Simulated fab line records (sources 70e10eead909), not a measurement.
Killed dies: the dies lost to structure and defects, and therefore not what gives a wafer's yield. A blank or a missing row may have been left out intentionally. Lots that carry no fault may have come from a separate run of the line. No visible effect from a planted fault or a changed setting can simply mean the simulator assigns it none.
Matching of chambers || flow nand_harc || cmp-04 running NHARC_P_CONTACT_CMP_24: 4 sister chambers
The step polishes, t overpolish 30 s, target thk 200 nm. 7 wafers are shown with their chamber, then 7 later ones without.

== WAFERS PAIRED WITH THEIR CHAMBERS ==
{"wafer": "L079.6", "chamber": 2, "motor_current_A (A)": 13.1, "time_to_endpoint_s (s)": 36.3}
{"wafer": "L080.6", "chamber": 2, "motor_current_A (A)": 12.8, "time_to_endpoint_s (s)": 33.9}
{"wafer": "L081.1", "chamber": 0, "motor_current_A (A)": 9.6, "time_to_endpoint_s (s)": 36.6}
{"wafer": "L081.2", "chamber": 1, "motor_current_A (A)": 12.0, "time_to_endpoint_s (s)": 37.2}
{"wafer": "L081.3", "chamber": 3, "motor_current_A (A)": 10.6, "time_to_endpoint_s (s)": 36.6}
{"wafer": "L089.3", "chamber": 1, "motor_current_A (A)": 11.5, "time_to_endpoint_s (s)": 41.9}
{"wafer": "L089.4", "chamber": 3, "motor_current_A (A)": 11.2, "time_to_endpoint_s (s)": 40.2}

== WAFERS WITH NO CHAMBER GIVEN ==
{"wafer": "L089.5", "motor_current_A (A)": 9.7, "time_to_endpoint_s (s)": 41.5}
{"wafer": "L096.1", "motor_current_A (A)": 12.0, "time_to_endpoint_s (s)": 40.3}
{"wafer": "L096.5", "motor_current_A (A)": 11.3, "time_to_endpoint_s (s)": 38.8}
{"wafer": "L096.6", "motor_current_A (A)": 12.5, "time_to_endpoint_s (s)": 39.4}
{"wafer": "L097.1", "motor_current_A (A)": 12.2, "time_to_endpoint_s (s)": 40.4}
{"wafer": "L097.4", "motor_current_A (A)": 11.1, "time_to_endpoint_s (s)": 40.7}
{"wafer": "L097.5", "motor_current_A (A)": 12.2, "time_to_endpoint_s (s)": 37.5}

== WHICH CHAMBER EACH ONE RAN IN ==
{"wafer": "L089.5", "from the rows above": "can't be placed: 0 or 3", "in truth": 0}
{"wafer": "L096.1", "from the rows above": 1, "in truth": 1}
{"wafer": "L096.5", "from the rows above": "can't be placed: 3 or 1", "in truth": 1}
{"wafer": "L096.6", "from the rows above": "can't be placed: 2 or 1", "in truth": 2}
{"wafer": "L097.1", "from the rows above": "can't be placed: 1 or 2", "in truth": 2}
{"wafer": "L097.4", "from the rows above": "can't be placed: 3 or 1", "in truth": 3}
{"wafer": "L097.5", "from the rows above": "can't be placed: 1 or 2", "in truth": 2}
Correct placement for 1 of the 7. These rows do not allow placing 6 (true chamber among the candidates in 6). 0 placed wrongly.
How it was worked out, from the rows above alone: a wafer's distance from a chamber is the root of the sum, over the readings, of the square of ((its reading less the chamber's mean) divided by the reading's scatter). If the next closest chamber is less than 2 further off than the closest, the wafer can't be placed; otherwise it belongs to the closest. Each chamber's mean is taken over the wafers shown for it. How the scatter is found: for the shown wafers, subtract from each reading the mean of its chamber, square and add these, divide the total by (wafers less chambers), then take the root.
